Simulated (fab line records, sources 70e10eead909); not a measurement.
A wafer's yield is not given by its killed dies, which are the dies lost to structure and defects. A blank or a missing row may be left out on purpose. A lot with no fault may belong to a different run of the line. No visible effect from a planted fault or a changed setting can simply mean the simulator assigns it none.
Matching of chambers :: flow nand_harc :: 4 sister chambers for NHARC_P_GATE_DESCUM_93 on rie_diel-09
The step chemistry O2, time 3 s. 4 wafers are shown with their chamber, then 7 later ones without.

WAFERS, EACH WITH ITS CHAMBER
wafer: L081.5
chamber: 1
showerhead_plenum_p_Torr (Torr): 1.95

wafer: L083.1
chamber: 0
showerhead_plenum_p_Torr (Torr): 1.97

wafer: L088.2
chamber: 3
showerhead_plenum_p_Torr (Torr): 2.02

wafer: L088.4
chamber: 2
showerhead_plenum_p_Torr (Torr): 2.06

WAFERS WHOSE CHAMBER IS MISSING
wafer: L088.5
showerhead_plenum_p_Torr (Torr): 2.06

wafer: L091.1
showerhead_plenum_p_Torr (Torr): 1.94

wafer: L091.3
showerhead_plenum_p_Torr (Torr): 1.97

wafer: L091.6
showerhead_plenum_p_Torr (Torr): 1.94

wafer: L096.2
showerhead_plenum_p_Torr (Torr): 2.02

wafer: L096.5
showerhead_plenum_p_Torr (Torr): 2.06

wafer: L096.6
showerhead_plenum_p_Torr (Torr): 1.94

CHAMBER TAKEN BY EACH
wafer: L088.5
from the rows above: 2
in truth: 2

wafer: L091.1
from the rows above: 1
in truth: 1

wafer: L091.3
from the rows above: 0
in truth: 0

wafer: L091.6
from the rows above: 1
in truth: 1

wafer: L096.2
from the rows above: 3
in truth: 3

wafer: L096.5
from the rows above: 2
in truth: 2

wafer: L096.6
from the rows above: 1
in truth: 1
7 of 7 placed correctly. Can't be placed from these rows: 0. 0 placed wrongly.
How it was worked out, from the rows above alone: a wafer's distance from a chamber is the root of the sum, over the readings, of the square of ((its reading less the chamber's mean) divided by the reading's scatter). The wafer belongs to the nearest chamber; if the next one is less than 2 further off, it can't be placed. For every chamber, the mean is computed from those of its wafers that are shown. The scatter: root of mean squared gap, hidden wafer to nearest shown wafer, with one shown wafer a chamber.
